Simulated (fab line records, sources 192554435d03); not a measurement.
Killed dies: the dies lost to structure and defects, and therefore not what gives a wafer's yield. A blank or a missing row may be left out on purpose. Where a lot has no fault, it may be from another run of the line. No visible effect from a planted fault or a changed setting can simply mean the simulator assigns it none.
Matching of chambers	flow n5_finfet	pecvd-02 running N5_BEOL_M6_ILD_DEP_00: 3 sister chambers
The step deposits SiCOH lowk from DEMS/porogen, target thk 179.75 nm, time 33.4 s. 3 wafers are shown with their chamber, then 12 later ones without.

== EACH WAFER AND ITS CHAMBER ==
wafer	chamber	throttle_valve_pct (%)
L090.2	2	13.5
L091.1	1	13.1
L091.6	0	14.4

== WAFERS WHOSE CHAMBER IS MISSING ==
wafer	throttle_valve_pct (%)
L093.1	13.4
L093.2	14.3
L093.5	13.5
L094.1	14.2
L094.2	13.4
L094.6	13.5
L095.1	13.5
L095.3	13.4
L095.5	14.3
L097.2	13.5
L097.4	13.5
L097.6	13.6

== THE CHAMBER EACH PASSED THROUGH ==
wafer	from the rows above	in truth
L093.1	2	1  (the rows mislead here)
L093.2	0	0
L093.5	2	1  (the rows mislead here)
L094.1	0	0
L094.2	2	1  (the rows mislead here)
L094.6	2	2
L095.1	2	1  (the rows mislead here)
L095.3	2	2
L095.5	0	0
L097.2	2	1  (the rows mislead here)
L097.4	2	2
L097.6	2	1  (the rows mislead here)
6 of 12 placed correctly. Not placeable from these rows: 0. Placed wrongly: 6.
How it was worked out, from the rows above alone: a wafer's distance from a chamber is the root of the sum, over the readings, of the square of ((its reading less the chamber's mean) divided by the reading's scatter). The wafer belongs to the nearest chamber; if the next one is less than 2 further off, it can't be placed. For every chamber, the mean is computed from those of its wafers that are shown. The scatter: with one shown wafer a chamber, the root of the mean of the squares of how far each hidden wafer lies from its nearest shown one.
